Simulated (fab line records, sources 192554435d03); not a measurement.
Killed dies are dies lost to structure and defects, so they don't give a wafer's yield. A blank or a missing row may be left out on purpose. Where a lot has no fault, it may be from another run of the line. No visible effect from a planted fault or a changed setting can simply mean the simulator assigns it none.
Matching of chambers + flow n5_finfet + N5_BEOL_M6_ALD_77 on ald_metal-01 has 4 sister chambers
The step deposits TaN, target thk 2 nm, pulse time 2 s, purge time 3 s. 14 wafers are shown with their chamber, then 7 later ones without.

WAFERS, EACH WITH ITS CHAMBER
| wafer  | chamber | heater_power_w (W) | precursor_vessel_carrier_sccm (sccm) |
|--------|---------|--------------------|--------------------------------------|
| L075.1 | 1       | 428                | 998.3                                |
| L075.2 | 3       | 477                | 1000.7                               |
| L075.6 | 3       | 484                | 998.3                                |
| L079.1 | 0       | 344                | 998.7                                |
| L079.4 | 1       | 419                | 1002.3                               |
| L079.5 | 3       | 487                | 999.0                                |
| L078.1 | 3       | 475                | 1000.8                               |
| L078.2 | 2       | 296                | 999.1                                |
| L078.6 | 2       | 296                | 1001.0                               |
| L082.2 | 0       | 340                | 1001.4                               |
| L082.5 | 3       | 493                | 1004.0                               |
| L082.6 | 2       | 301                | 1000.3                               |
| L090.1 | 0       | 339                | 1001.0                               |
| L090.2 | 3       | 483                | 1001.2                               |

SIGNATURES (averages over the wafers above)
| reading                       | chamber 0 | chamber 1 | chamber 2 | chamber 3 | scatter within a chamber |
|-------------------------------|-----------|-----------|-----------|-----------|--------------------------|
| heater_power_w                | 341.00    | 423.50    | 297.67    | 483.17    | 5.37                     |
| precursor_vessel_carrier_sccm | 1000.367  | 1000.300  | 1000.133  | 1000.667  | 1.84                     |
Rule: for a wafer and a chamber, the distance is found by dividing, reading by reading, the gap between the wafer's reading and the chamber's mean by the reading's scatter, squaring, summing and taking the root. If the next closest chamber is less than 2 further off than the closest, the wafer can't be placed; otherwise it belongs to the closest. The scatter: the root of (the sum of the squares of (reading less its chamber's mean) over the shown wafers, divided by (wafers less chambers)).

WAFERS WITH NO CHAMBER GIVEN
| wafer  | heater_power_w (W) | precursor_vessel_carrier_sccm (sccm) |
|--------|--------------------|--------------------------------------|
| L090.3 | 302                | 998.9                                |
| L095.4 | 298                | 1001.8                               |
| L095.5 | 423                | 1001.6                               |
| L095.6 | 302                | 998.9                                |
| L094.3 | 301                | 1001.4                               |
| L094.4 | 344                | 1000.3                               |
| L094.6 | 348                | 999.8                                |

THE CHAMBER EACH PASSED THROUGH
| wafer  | from the rows above | in truth |
|--------|---------------------|----------|
| L090.3 | 2                   | 2        |
| L095.4 | 2                   | 2        |
| L095.5 | 1                   | 1        |
| L095.6 | 2                   | 2        |
| L094.3 | 2                   | 2        |
| L094.4 | 0                   | 0        |
| L094.6 | 0                   | 0        |
Correctly placed: 7 of 7. Number that these rows cannot place: 0. Number placed wrongly: 0.
